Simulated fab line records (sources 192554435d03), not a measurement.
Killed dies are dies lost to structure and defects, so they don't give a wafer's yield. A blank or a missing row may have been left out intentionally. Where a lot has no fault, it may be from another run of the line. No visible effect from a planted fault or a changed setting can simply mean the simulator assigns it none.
Matching of chambers :: flow n5 finfet :: N5_PMOS_HMC_CHANNEL_EPI_FIN_RECESS_16 on rie si-02 has 4 sister chambers
The step chemistry HBr/Cl2, target Si, target depth 54 nm, time 18 s. 7 wafers are shown with their chamber, then 8 later ones without.

## EACH WAFER AND ITS CHAMBER
wafer: L075.3
chamber: 0
drypump motor current A (A): 5.6
oes product au (a.u.): 0.998

wafer: L083.1
chamber: 3
drypump motor current A (A): 6.2
oes product au (a.u.): 1.010

wafer: L083.3
chamber: 1
drypump motor current A (A): 6.7
oes product au (a.u.): 0.976

wafer: L087.1
chamber: 2
drypump motor current A (A): 5.7
oes product au (a.u.): 0.968

wafer: L087.2
chamber: 3
drypump motor current A (A): 6.2
oes product au (a.u.): 1.013

wafer: L087.5
chamber: 1
drypump motor current A (A): 6.6
oes product au (a.u.): 0.991

wafer: L089.2
chamber: 2
drypump motor current A (A): 5.7
oes product au (a.u.): 0.977

## WAFERS WHOSE CHAMBER IS MISSING
wafer: L089.3
drypump motor current A (A): 6.7
oes product au (a.u.): 0.988

wafer: L089.5
drypump motor current A (A): 6.2
oes product au (a.u.): 1.011

wafer: L091.2
drypump motor current A (A): 5.7
oes product au (a.u.): 0.970

wafer: L091.5
drypump motor current A (A): 5.7
oes product au (a.u.): 0.978

wafer: L091.6
drypump motor current A (A): 6.2
oes product au (a.u.): 1.015

wafer: L093.3
drypump motor current A (A): 6.6
oes product au (a.u.): 0.988

wafer: L093.4
drypump motor current A (A): 6.7
oes product au (a.u.): 0.989

wafer: L093.6
drypump motor current A (A): 5.6
oes product au (a.u.): 1.006

## WHICH CHAMBER EACH WENT THROUGH
wafer: L089.3
from the rows above: 1
in truth: 1

wafer: L089.5
from the rows above: 3
in truth: 3

wafer: L091.2
from the rows above: 2
in truth: 2

wafer: L091.5
from the rows above: 2
in truth: 2

wafer: L091.6
from the rows above: 3
in truth: 3

wafer: L093.3
from the rows above: 1
in truth: 1

wafer: L093.4
from the rows above: 1
in truth: 1

wafer: L093.6
from the rows above: 0
in truth: 0
Correct placement for 8 of the 8. Can't be placed from these rows: 0. Placed wrongly: 0.
How it was worked out, from the rows above alone: a wafer's distance from a chamber is the root of the sum, over the readings, of the square of ((its reading less the chamber's mean) divided by the reading's scatter). If the next closest chamber is less than 2 further off than the closest, the wafer can't be placed; otherwise it belongs to the closest. A chamber's mean is the mean of its shown wafers. The scatter: the root of (the sum of the squares of (reading less its chamber's mean) over the shown wafers, divided by (wafers less chambers)).
